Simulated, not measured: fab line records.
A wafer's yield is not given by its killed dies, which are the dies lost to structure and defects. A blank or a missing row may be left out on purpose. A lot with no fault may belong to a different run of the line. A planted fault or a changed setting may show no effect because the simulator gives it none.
fab line records	flow n5_finfet
[record] lots = 7	wafers = 39
route steps=1938 shown BEOL_M4@1070 BEOL_M9@1446
start_h: hours from the record's opening day to when the first of the lot's shown wafers began	wait_h: hours since the lot's step before	" repeats the value in the row above	L1.1+2: a single row standing in for several wafers	- no value, or no start was given	* or withheld: withheld	< > ~ a bound
route shown NAME@n: NAME is a module with steps in the file, n the number in the route of the first one	usual: mean and standard deviation over wafers with no fault	same: alike in all rows	chamber/n: place in a boat	sites: per-site readings	_std_site: standard deviation of those values	_edge_site: outer sites' mean less inner sites'	radius_mm: for every site, how far away it sits from the centre of the wafer	mask NAME#n: copy n	behind: the most recent tool/chamber to have shaped the wafer	hold: the reason the lot was held/the length of the hold in hours/how it ended	device: which transistor (n, p or np) failed to switch	end of line: the same wafers' tests at the end of the route	a step given without rows: its recipe and nothing more	killed: at the first sort, the dies lost to defects and structure; wafer yield is something else	map: shows each die of a wafer: x if killed, . if not, _ if none is there
set.NAME: setting as actually run; set.NAME@STEP: the setting as run at that earlier step	model.NAME: the simulator's own value behind a step, which no gauge read
one table per step and one row per wafer, for lots whose settings were changed on purpose
[[steps]]
[step N5_BEOL_M4_TRENCH_ETCH_37]
[recipe] chemistry = C4F6/O2	target_depth_a = 555.55	target = SiOC	time_s = 29.2	ion_energy_ev = 250	pressure_mtorr = 30	source_w = 355	bias_w = 185	Ar_flow_sccm = 300	C4F6_flow_sccm = 10	O2_flow_sccm = 10
lot.wafer	tool	chamber	start_h	wait_h	set.time_s	model.BEOL_M4.feature_depth_nm	model.etch.depth_nm	model.TiN_of_BEOL_M4_HM_DEP_02.thk_nm
L075.1	rie_diel-01	1	-	-	46.56	89.6	89.61	16.6
L075.2	"	2	"	"	29.2	54	54.08	18
L075.3	"	0	"	"	46.56	86.8	86.75	16.4
L075.4	"	3	"	"	29.2	56	55.96	17.8
L075.5	"	1	"	"	46.56	88.8	88.78	16.4
L075.6	"	0	"	"	29.2	54.2	54.27	17.8
L076.1	rie_diel-01	1	-	-	29.2	55.4	55.37	17.8
L076.2	"	3	"	"	29.2	55.6	55.65	17.8
L076.3	"	2	"	"	29.2	53.8	53.85	17.8
L076.4	"	0	"	"	29.2	54.2	54.19	17.8
L076.5	"	1	"	"	29.2	55.4	55.47	17.8
L076.6	"	2	"	"	29.2	53.8	53.71	17.8
L080.1	rie_diel-01	2	-	-	29.2	54.2	54.16	17.8
L080.2	"	1	"	"	29.2	55.8	55.76	18
L080.3	"	3	"	"	29.2	56	56.04	17.8
L080.4	"	0	"	"	29.2	54.4	54.33	17.6
L080.5	"	0	"	"	29.2	54.8	54.71	18
L080.6	"	1	"	"	29.2	55.8	55.72	17.8
L078.1	rie_diel-03	0	-	-	29.2	55.4	55.42	17.6
L078.2	"	1	"	"	29.2	55.2	55.14	17.6
L078.3	"	3	"	"	29.2	54.2	54.1	17.6
L078.4	"	0	"	"	37.98	72.6	72.58	17
L078.5	"	3	"	"	37.98	70	70.07	17
L078.6	"	1	"	"	37.98	71.8	71.81	17
L084.1	rie_diel-05	2	-	-	29.2	55.2	55.23	17.4
L084.2	"	1	"	"	43.45	83.8	83.75	16.2
L084.3	"	0	"	"	29.2	54.8	54.73	17.6
L084.4	"	2	"	"	43.45	82.2	82.15	16.2
L084.5	"	0	"	"	43.45	81.6	81.67	16.4
L084.6	"	1	"	"	29.2	56	55.95	17.6
L092.1	rie_diel-05	1	-	-	14.11	27	27.02	19
L092.2	"	2	"	"	29.2	55.2	55.19	18
L092.3	"	3	"	"	14.11	26.4	26.46	19
L092.4	"	0	"	"	29.2	55	55.09	17.8
L092.5	"	0	"	"	29.2	54.8	54.89	17.8
L092.6	"	3	"	"	14.11	26.4	26.39	19.2
L094.1	rie_diel-03	2	-	-	29.2	56.4	56.44	17.6
L094.3	"	0	"	"	29.2	56	55.98	17.6
L094.5	"	1	"	"	29.2	55.6	55.54	17.6
[step N5_BEOL_M4_ETCH_41]
[recipe] chemistry = CH3F/O2	target = SiCN	target_depth_a = 299	taper_deg = 2	time_s = 52.5	ion_energy_ev = 120	mask_material = TiN	pressure_mtorr = 30	source_w = 395	bias_w = 75	Ar_flow_sccm = 150	CH3F_flow_sccm = 30	O2_flow_sccm = 20
[step N5_BEOL_M4_STRIP_97]
[recipe] chemistry = N2/H2	time_s = 10	power_w = 450	temp_c = 40	pressure_mtorr = 20	rf_frequency_hz = 6e+07	bias_power_w = 7	n2_flow_sccm = 200	h2_flow_sccm = 200
[step N5_BEOL_M4_OCD_MEAS_38]
[usual] trench_depth_nm = 55.3/0.81
lot.wafer	tool	chamber	start_h	wait_h	set.time_s@BEOL_M4_TRENCH_ETCH_37	trench_depth_nm
L075.1	ocd-02	-	168.69	-	46.56	89.7
L075.2	"	-	"	"	29.2	54.1
L075.3	"	-	"	"	46.56	86.2
L075.4	"	-	"	"	29.2	56.0
L075.5	"	-	"	"	46.56	88.6
L075.6	"	-	"	"	29.2	54.4
L076.1	ocd-01	-	188.77	-	29.2	55.7
L076.2	"	-	"	"	29.2	55.5
L076.3	"	-	"	"	29.2	54.2
L076.4	"	-	"	"	29.2	54.7
L076.5	"	-	"	"	29.2	55.4
L076.6	"	-	"	"	29.2	53.7
L080.1	ocd-02	-	216.34	-	29.2	54.5
L080.2	"	-	"	"	29.2	55.8
L080.3	"	-	"	"	29.2	55.9
L080.4	"	-	"	"	29.2	53.9
L080.5	"	-	"	"	29.2	54.9
L080.6	"	-	"	"	29.2	55.7
L078.1	ocd-02	-	245.43	-	29.2	55.9
L078.2	"	-	"	"	29.2	55.0
L078.3	"	-	"	"	29.2	54.4
L078.4	"	-	"	"	37.98	72.6
L078.5	"	-	"	"	37.98	69.4
L078.6	"	-	"	"	37.98	71.9
L084.1	ocd-02	-	262.57	-	29.2	55.6
L084.2	"	-	"	"	43.45	83.3
L084.3	"	-	"	"	29.2	54.7
L084.4	"	-	"	"	43.45	82.1
L084.5	"	-	"	"	43.45	82.0
L084.6	"	-	"	"	29.2	55.7
L092.1	ocd-01	-	296.57	-	14.11	26.4
L092.2	"	-	"	"	29.2	55.7
L092.3	"	-	"	"	14.11	26.2
L092.4	"	-	"	"	29.2	55.1
L092.5	"	-	"	"	29.2	55.3
L092.6	"	-	"	"	14.11	26.0
L094.1	ocd-01	-	312.07	-	29.2	56.7
L094.3	"	-	"	"	29.2	55.4
L094.5	"	-	"	"	29.2	55.8
[step N5_BEOL_M4_HM_STRIP_39]
[recipe] chemistry = peroxide_tin_strip	material = TiN	target_depth_a = 250	temp_c = 50	time_s = 158
[step N5_BEOL_M4_SRD_40]
[recipe] time_s = 30	temp_c = 23	rinse_liquid = diw	dry = ipa_marangoni
[step N5_BEOL_M4_ECD_50]
[recipe] material = Cu	target_thk_a = 3000
[step N5_BEOL_M4_ANNEAL_51]
[recipe] temp_c = 225	time_s = 90	ambient = N2
[step N5_BEOL_M4_CMP_52]
[recipe] stop_on = SiOC	t_overpolish_s = 6.8	down_force_psi = 1	platen_rpm = 50	clearing_platen_down_force_psi = 1.5	clearing_platen_rpm = 50	post_cmp_clean = cu_alkaline	target_thk_nm = 40	clearing_platen_pad_velocity_m_s = 0.99484	pad_velocity_m_s = 0.99484
lot.wafer	tool	chamber	start_h	wait_h	set.time_s@BEOL_M4_TRENCH_ETCH_37	model.Cu_of_BEOL_M4_ECD_50.thk_nm
L075.4+6	cmp-03	0,1	172.07	0.1	29.2	38.6
L075.1	"	1	"	"	46.56	73.4
L075.3	"	2	"	"	46.56	70.4
L075.2	"	3	"	"	29.2	37
L075.5	"	0	"	"	46.56	71.8
L076.2	cmp-02	3	191.96	0.2	29.2	40
L076.4	"	0	"	"	29.2	39.6
L076.1	"	1	"	"	29.2	39.4
L076.3	"	2	"	"	29.2	38.2
L076.5	"	3	"	"	29.2	40.8
L076.6	"	0	"	"	29.2	38.8
L080.2	cmp-02	3	219.88	0.2	29.2	40.4
L080.3	"	0	"	"	29.2	40
L080.1+4	"	1,2	"	"	29.2	38.2
L080.6	"	3	"	"	29.2	41.4
L080.5	"	0	"	"	29.2	38.6
L078.1	cmp-02	0	248.71	0.3	29.2	39.6
L078.4	"	1	"	"	37.98	56.4
L078.3	"	2	"	"	29.2	39
L078.2	"	3	"	"	29.2	38.6
L078.5	"	0	"	"	37.98	55.2
L078.6	"	1	"	"	37.98	56.2
L084.4	cmp-02	0	265.93	0.1	43.45	66.6
L084.1	"	1	"	"	29.2	39.6
L084.2	"	2	"	"	43.45	67.2
L084.3	"	3	"	"	29.2	40.8
L084.5	"	0	"	"	43.45	65.2
L084.6	"	1	"	"	29.2	41.2
L092.3	cmp-04	3	299.96	0.2	14.11	11.4
L092.2	"	0	"	"	29.2	38.2
L092.4	"	1	"	"	29.2	39.2
L092.1	"	2	"	"	14.11	10.8
L092.6	"	3	"	"	14.11	9.6
L092.5	"	0	"	"	29.2	40
L094.3	cmp-02	3	315.68	0.2	29.2	41.4
L094.1	"	2	"	"	29.2	40.8
L094.5	"	0	"	"	29.2	41.6
[step N5_BEOL_M4_THK_MEAS_53]
[recipe] thk_meas_gauge = xrf	reads = Cu_of_BEOL_M4_ECD_50
[usual] M4_THK = 40.2/1.6
lot.wafer	tool	chamber	start_h	wait_h	set.time_s@BEOL_M4_TRENCH_ETCH_37	M4_THK[nm]
L075.1	film_metro-02	-	172.36	-	46.56	74.5
L075.2	"	-	"	"	29.2	37.5
L075.3	"	-	"	"	46.56	71.6
L075.4	"	-	"	"	29.2	39.2
L075.5	"	-	"	"	46.56	73.2
L075.6	"	-	"	"	29.2	39.2
L076.1	film_metro-01	-	192.25	-	29.2	40.3
L076.2	"	-	"	"	29.2	40.7
L076.3	"	-	"	"	29.2	38.9
L076.4	"	-	"	"	29.2	40.3
L076.5	"	-	"	"	29.2	41.8
L076.6	"	-	"	"	29.2	39.5
L080.1	film_metro-02	-	220.18	-	29.2	38.7
L080.2	"	-	"	"	29.2	40.7
L080.3	"	-	"	"	29.2	40.6
L080.4	"	-	"	"	29.2	38.7
L080.5	"	-	"	"	29.2	39.1
L080.6	"	-	"	"	29.2	41.9
L078.1	film_metro-02	-	249.00	-	29.2	40.2
L078.2	"	-	"	"	29.2	39.4
L078.3	"	-	"	"	29.2	39.6
L078.4	"	-	"	"	37.98	57.7
L078.5	"	-	"	"	37.98	56.4
L078.6	"	-	"	"	37.98	57.3
L084.1	film_metro-02	-	266.23	-	29.2	40.0
L084.2	"	-	"	"	43.45	68.0
L084.3	"	-	"	"	29.2	41.3
L084.4	"	-	"	"	43.45	67.4
L084.5	"	-	"	"	43.45	66.1
L084.6	"	-	"	"	29.2	41.8
L092.1	film_metro-02	-	300.26	-	14.11	10.9
L092.2	"	-	"	"	29.2	38.7
L092.3	"	-	"	"	14.11	11.7
L092.4	"	-	"	"	29.2	40.0
L092.5	"	-	"	"	29.2	40.6
L092.6	"	-	"	"	14.11	9.7
L094.1	film_metro-01	-	315.98	-	29.2	40.9
L094.3	"	-	"	"	29.2	41.7
L094.5	"	-	"	"	29.2	41.8
[step N5_BEOL_M9_TRENCH_ETCH_37]
[recipe] chemistry = C4F6/O2	target_depth_a = 1514.3	target = SiCOH_lowk	time_s = 49	ion_energy_ev = 250	pressure_mtorr = 30	source_w = 345	bias_w = 185	Ar_flow_sccm = 300	C4F6_flow_sccm = 10	O2_flow_sccm = 10
lot.wafer	tool	chamber	start_h	wait_h	set.target_depth_a	model.BEOL_M9.feature_depth_nm	model.etch.depth_nm	model.TiN_of_BEOL_M9_HM_DEP_02.thk_nm
L075.1	rie_diel-06	1	-	-	1514.3	150.8	150.9	15.6
L075.2	"	0	"	"	1514.3	149.6	149.7	15.6
L075.3	"	2	"	"	1514.3	150.4	150.4	15.6
L075.4	"	3	"	"	1514.3	148	148.1	15.6
L075.5	"	3	"	"	1514.3	152.2	152.2	15.6
L075.6	"	2	"	"	1514.3	150	150	15.6
L076.1	rie_diel-02	0	-	-	2238	225.4	225.4	13.8
L076.2	"	1	"	"	2238	219.4	219.3	13.6
L076.3	"	3	"	"	2238	217.2	217.3	14
L076.4	"	2	"	"	1514.3	147.6	147.5	16
L076.5	"	1	"	"	1514.3	148.4	148.4	16
L076.6	"	0	"	"	1514.3	153.4	153.4	15.6
L080.1	rie_diel-04	1	-	-	2215	223	223	13.8
L080.2	"	2	"	"	1514.3	154.4	154.3	15.6
L080.3	"	0	"	"	1514.3	154.2	154.2	15.6
L080.4	"	3	"	"	2215	221.2	221.2	13.8
L080.5	"	2	"	"	1514.3	153	153	15.4
L080.6	"	3	"	"	2215	223.4	223.4	13.8
L078.1	rie_diel-06	0	-	-	1514.3	150.4	150.4	16
L078.2	"	3	"	"	647.8	63.8	63.88	18.4
L078.3	"	1	"	"	647.8	64.8	64.88	18.6
L078.4	"	2	"	"	647.8	65.4	65.44	18.4
L078.5	"	3	"	"	1514.3	151	150.9	16.2
L078.6	"	2	"	"	1514.3	153.4	153.3	15.8
L084.1	rie_diel-04	3	-	-	841.3	84.8	84.82	17.6
L084.2	"	2	"	"	1514.3	155.4	155.4	15.6
L084.3	"	0	"	"	1514.3	154.4	154.4	15.6
L084.4	"	1	"	"	841.3	85.2	85.22	17.8
L084.5	"	3	"	"	841.3	84.2	84.28	17.6
L084.6	"	0	"	"	1514.3	154	154.1	15.8
L094.1	rie_diel-04	2	-	-	1514.3	153.6	153.5	15.6
L094.3	"	0	"	"	1514.3	153	153	15.6
L094.5	"	1	"	"	1514.3	153.2	153.1	15.8
L092.1	rie_diel-04	0	-	-	1514.3	154	154	15.6
L092.2	"	2	"	"	934.7	96.2	96.13	17.4
L092.3	"	3	"	"	934.7	94.4	94.49	17
L092.4	"	1	"	"	1514.3	155.4	155.3	15.6
L092.5	"	1	"	"	934.7	95.2	95.21	17.2
L092.6	"	0	"	"	1514.3	155.4	155.5	15.6
[step N5_BEOL_M9_ETCH_41]
[recipe] chemistry = CH3F/O2	target = SiCN	target_depth_a = 366	taper_deg = 2	time_s = 70.1	ion_energy_ev = 120	mask_material = TiN	pressure_mtorr = 30	source_w = 395	bias_w = 75	Ar_flow_sccm = 150	CH3F_flow_sccm = 30	O2_flow_sccm = 20
[step N5_BEOL_M9_STRIP_80]
[recipe] chemistry = N2/H2	time_s = 10	power_w = 450	temp_c = 40	pressure_mtorr = 20	rf_frequency_hz = 6e+07	bias_power_w = 7	n2_flow_sccm = 200	h2_flow_sccm = 200
[step N5_BEOL_M9_OCD_MEAS_38]
[usual] trench_depth_nm = 151.8/2.3
lot.wafer	tool	chamber	start_h	wait_h	set.target_depth_a@BEOL_M9_TRENCH_ETCH_37	trench_depth_nm
L075.1	ocd-01	-	234.45	-	1514.3	150.9
L075.2	"	-	"	"	1514.3	149.7
L075.3	"	-	"	"	1514.3	150.8
L075.4	"	-	"	"	1514.3	147.7
L075.5	"	-	"	"	1514.3	152.6
L075.6	"	-	"	"	1514.3	150.3
L076.1	ocd-02	-	242.99	-	2238	225.6
L076.2	"	-	"	"	2238	219.9
L076.3	"	-	"	"	2238	217.2
L076.4	"	-	"	"	1514.3	147.2
L076.5	"	-	"	"	1514.3	148.5
L076.6	"	-	"	"	1514.3	153.5
L080.1	ocd-01	-	261.72	-	2215	223.0
L080.2	"	-	"	"	1514.3	154.3
L080.3	"	-	"	"	1514.3	154.0
L080.4	"	-	"	"	2215	221.4
L080.5	"	-	"	"	1514.3	153.6
L080.6	"	-	"	"	2215	223.3
L078.1	ocd-01	-	293.14	-	1514.3	150.0
L078.2	"	-	"	"	647.8	63.3
L078.3	"	-	"	"	647.8	64.8
L078.4	"	-	"	"	647.8	65.4
L078.5	"	-	"	"	1514.3	151.1
L078.6	"	-	"	"	1514.3	153.0
L084.1	ocd-01	-	311.68	-	841.3	84.8
L084.2	"	-	"	"	1514.3	155.0
L084.3	"	-	"	"	1514.3	154.5
L084.4	"	-	"	"	841.3	85.8
L084.5	"	-	"	"	841.3	84.5
L084.6	"	-	"	"	1514.3	153.7
L094.1	ocd-01	-	358.75	-	1514.3	153.6
L094.3	"	-	"	"	1514.3	153.0
L094.5	"	-	"	"	1514.3	153.1
L092.1	ocd-01	-	359.17	-	1514.3	153.7
L092.2	"	-	"	"	934.7	96.5
L092.3	"	-	"	"	934.7	94.9
L092.4	"	-	"	"	1514.3	155.4
L092.5	"	-	"	"	934.7	95.5
L092.6	"	-	"	"	1514.3	155.4
[step N5_BEOL_M9_HM_STRIP_39]
[recipe] chemistry = peroxide_tin_strip	material = TiN	target_depth_a = 250	temp_c = 50	time_s = 158
[step N5_BEOL_M9_SRD_40]
[recipe] time_s = 30	temp_c = 23	rinse_liquid = diw	dry = ipa_marangoni
[step N5_BEOL_M9_ECD_50]
[recipe] material = Cu	target_thk_a = 3180
[step N5_BEOL_M9_ANNEAL_51]
[recipe] temp_c = 225	time_s = 90	ambient = N2
[step N5_BEOL_M9_CMP_52]
[recipe] stop_on = SiCOH_lowk	t_overpolish_s = 7	down_force_psi = 1	platen_rpm = 50	clearing_platen_down_force_psi = 1.5	clearing_platen_rpm = 50	post_cmp_clean = cu_alkaline	target_thk_nm = 140	clearing_platen_pad_velocity_m_s = 0.99484	pad_velocity_m_s = 0.99484
lot.wafer	tool	chamber	start_h	wait_h	set.target_depth_a@BEOL_M9_TRENCH_ETCH_37	model.Cu_of_BEOL_M9_ECD_50.thk_nm
L075.3+4	cmp-01	1,2	236.19	0.2	1514.3	137
L075.1	"	3	"	"	1514.3	139.4
L075.2	"	0	"	"	1514.3	138
L075.6	"	1	"	"	1514.3	137.2
L075.5	"	2	"	"	1514.3	141.8
L076.1	cmp-04	1	245.04	0.3	2238	213.8
L076.3	"	2	"	"	2238	206.4
L076.4	"	3	"	"	1514.3	136
L076.2	"	0	"	"	2238	207
L076.6	"	1	"	"	1514.3	141.6
L076.5	"	2	"	"	1514.3	137.6
L080.2	cmp-02	1	264.23	0.4	1514.3	143
L080.3	"	2	"	"	1514.3	142
L080.1	"	3	"	"	2215	212.8
L080.4	"	0	"	"	2215	209.6
L080.6	"	1	"	"	2215	211
L080.5	"	2	"	"	1514.3	140.4
L078.3	cmp-04	3	296.73	0.3	647.8	53.8
L078.4	"	0	"	"	647.8	53.4
L078.2	"	1	"	"	647.8	51.4
L078.1	"	2	"	"	1514.3	138.8
L078.6	"	3	"	"	1514.3	142.2
L078.5	"	0	"	"	1514.3	139.2
L084.4	cmp-04	2	314.06	0.1	841.3	73.8
L084.3	"	3	"	"	1514.3	143.8
L084.2	"	0	"	"	1514.3	144
L084.1	"	1	"	"	841.3	74.8
L084.5	"	2	"	"	841.3	72.8
L084.6	"	3	"	"	1514.3	143.6
L094.1	cmp-02	2	361.29	0.3	1514.3	141.2
L094.3+5	"	3,1	"	"	1514.3	142.2
L092.3	cmp-01	2	361.61	0.2	934.7	83.8
L092.4	"	3	"	"	1514.3	142.6
L092.2	"	0	"	"	934.7	84.8
L092.1	"	1	"	"	1514.3	141
L092.5	"	2	"	"	934.7	83.4
L092.6	"	3	"	"	1514.3	142.8
[step N5_BEOL_M9_THK_MEAS_53]
[recipe] thk_meas_gauge = xrf	reads = Cu_of_BEOL_M9_ECD_50
[usual] M9_THK = 142.9/2.5
lot.wafer	tool	chamber	start_h	wait_h	set.target_depth_a@BEOL_M9_TRENCH_ETCH_37	M9_THK[nm]
L075.1	film_metro-01	-	236.48	-	1514.3	141.3
L075.2	"	-	"	"	1514.3	139.6
L075.3	"	-	"	"	1514.3	138.6
L075.4	"	-	"	"	1514.3	138.9
L075.5	"	-	"	"	1514.3	143.1
L075.6	"	-	"	"	1514.3	138.9
L076.1	film_metro-02	-	245.34	-	2238	218.5
L076.2	"	-	"	"	2238	211.0
L076.3	"	-	"	"	2238	210.4
L076.4	"	-	"	"	1514.3	138.9
L076.5	"	-	"	"	1514.3	139.6
L076.6	"	-	"	"	1514.3	144.2
L080.1	film_metro-01	-	264.52	-	2215	218.0
L080.2	"	-	"	"	1514.3	146.1
L080.3	"	-	"	"	1514.3	145.4
L080.4	"	-	"	"	2215	215.5
L080.5	"	-	"	"	1514.3	143.8
L080.6	"	-	"	"	2215	215.5
L078.1	film_metro-02	-	297.03	-	1514.3	141.7
L078.2	"	-	"	"	647.8	52.4
L078.3	"	-	"	"	647.8	55.2
L078.4	"	-	"	"	647.8	54.7
L078.5	"	-	"	"	1514.3	142.3
L078.6	"	-	"	"	1514.3	145.4
L084.1	film_metro-02	-	314.36	-	841.3	75.8
L084.2	"	-	"	"	1514.3	147.1
L084.3	"	-	"	"	1514.3	145.1
L084.4	"	-	"	"	841.3	74.8
L084.5	"	-	"	"	841.3	73.7
L084.6	"	-	"	"	1514.3	146.0
L094.1	film_metro-01	-	361.51	-	1514.3	143.6
L094.3	"	-	"	"	1514.3	144.8
L094.5	"	-	"	"	1514.3	143.9
L092.1	film_metro-02	-	361.90	-	1514.3	144.8
L092.2	"	-	"	"	934.7	86.8
L092.3	"	-	"	"	934.7	85.7
L092.4	"	-	"	"	1514.3	146.5
L092.5	"	-	"	"	934.7	85.2
L092.6	"	-	"	"	1514.3	145.9
[step N5_BEOL_M9_PRE_CLEAN_55]
[recipe] gas = NH3	time_s = 15	temp_c = withheld	rf_power_w = 300
[step N5_BEOL_M9_DEP_56]
[recipe] material = SiCN	target_thk_a = 150	temp_c = withheld	precursor = 3MS/NH3	pressure_torr = 3	rf_w = 202	time_s = 26.5
[step N5_BEOL_M9_RS_MEAS_57]
[recipe] thk_meas_gauge = four-point-probe	reads = Cu_of_BEOL_M9_ECD_50+Co_of_BEOL_M9_CVD_78+TaN_of_BEOL_M9_ALD_74
[usual] M9_RS = 0.1508/0.003
lot.wafer	tool	chamber	start_h	wait_h	set.target_depth_a@BEOL_M9_TRENCH_ETCH_37	M9_RS[ohm/sq]
L075.1	film_metro-01	-	236.62	0.1	1514.3	0.1517
L075.2	"	-	"	"	1514.3	0.1533
L075.3	"	-	"	"	1514.3	0.1546
L075.4	"	-	"	"	1514.3	0.1548
L075.5	"	-	"	"	1514.3	0.1490
L075.6	"	-	"	"	1514.3	0.1546
L076.1	film_metro-01	-	245.47	0.1	2238	0.0956
L076.2	"	-	"	"	2238	0.0990
L076.3	"	-	"	"	2238	0.0992
L076.4	"	-	"	"	1514.3	0.1557
L076.5	"	-	"	"	1514.3	0.1540
L076.6	"	-	"	"	1514.3	0.1488
L080.1	film_metro-01	-	264.66	0.1	2215	0.0959
L080.2	"	-	"	"	1514.3	0.1474
L080.3	"	-	"	"	1514.3	0.1488
L080.4	"	-	"	"	2215	0.0976
L080.5	"	-	"	"	1514.3	0.1505
L080.6	"	-	"	"	2215	0.0969
L078.1	film_metro-01	-	297.19	0.1	1514.3	0.1527
L078.2	"	-	"	"	647.8	0.4898
L078.3	"	-	"	"	647.8	0.4614
L078.4	"	-	"	"	647.8	0.4643
L078.5	"	-	"	"	1514.3	0.1520
L078.6	"	-	"	"	1514.3	0.1484
L084.1	film_metro-02	-	314.49	0.1	841.3	0.3096
L084.2	"	-	"	"	1514.3	0.1461
L084.3	"	-	"	"	1514.3	0.1467
L084.4	"	-	"	"	841.3	0.3134
L084.5	"	-	"	"	841.3	0.3194
L084.6	"	-	"	"	1514.3	0.1467
L094.1	film_metro-01	-	361.65	0.1	1514.3	0.1493
L094.3	"	-	"	"	1514.3	0.1481
L094.5	"	-	"	"	1514.3	0.1484
L092.1	film_metro-01	-	362.04	0.1	1514.3	0.1497
L092.2	"	-	"	"	934.7	0.2661
L092.3	"	-	"	"	934.7	0.2695
L092.4	"	-	"	"	1514.3	0.1481
L092.5	"	-	"	"	934.7	0.2710
L092.6	"	-	"	"	1514.3	0.1476
[[key]]
[split] step = N5_BEOL_M4_TRENCH_ETCH_37	setting = time_s	stated = 29.2	by = wafer
[response] step = N5_BEOL_M4_TRENCH_ETCH_37	reading = model.BEOL_M4.feature_depth_nm	change = +0.558	per = 1%	r = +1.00
[response] step = N5_BEOL_M4_TRENCH_ETCH_37	reading = model.etch.depth_nm	change = +0.558	per = 1%	r = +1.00
[response] step = N5_BEOL_M4_TRENCH_ETCH_37	reading = model.TiN_of_BEOL_M4_HM_DEP_02.thk_nm	change = -0.0237	per = 1%	r = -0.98
[response] step = N5_BEOL_M4_OCD_MEAS_38	reading = trench_depth_nm	change = +0.558	per = 1%	r = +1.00
[response] step = N5_BEOL_M4_CMP_52	reading = model.Cu_of_BEOL_M4_ECD_50.thk_nm	change = +0.553	per = 1%	r = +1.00
[response] step = N5_BEOL_M4_THK_MEAS_53	reading = M4_THK	change = +0.563	per = 1%	r = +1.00
[split] step = N5_BEOL_M9_TRENCH_ETCH_37	setting = target_depth_a	stated = 1514.3	by = wafer
[response] step = N5_BEOL_M9_TRENCH_ETCH_37	reading = model.BEOL_M9.feature_depth_nm	change = +1.52	per = 1%	r = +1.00
[response] step = N5_BEOL_M9_TRENCH_ETCH_37	reading = model.etch.depth_nm	change = +1.52	per = 1%	r = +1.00
[response] step = N5_BEOL_M9_TRENCH_ETCH_37	reading = model.TiN_of_BEOL_M9_HM_DEP_02.thk_nm	change = -0.0422	per = 1%	r = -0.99
[response] step = N5_BEOL_M9_OCD_MEAS_38	reading = trench_depth_nm	change = +1.52	per = 1%	r = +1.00
[response] step = N5_BEOL_M9_CMP_52	reading = model.Cu_of_BEOL_M9_ECD_50.thk_nm	change = +1.52	per = 1%	r = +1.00
[response] step = N5_BEOL_M9_THK_MEAS_53	reading = M9_THK	change = +1.55	per = 1%	r = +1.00
[response] step = N5_BEOL_M9_RS_MEAS_57	reading = M9_RS	shape = bent	at_lowest = 0.4719	at_stated = 0.1503	at_highest = 0.0979
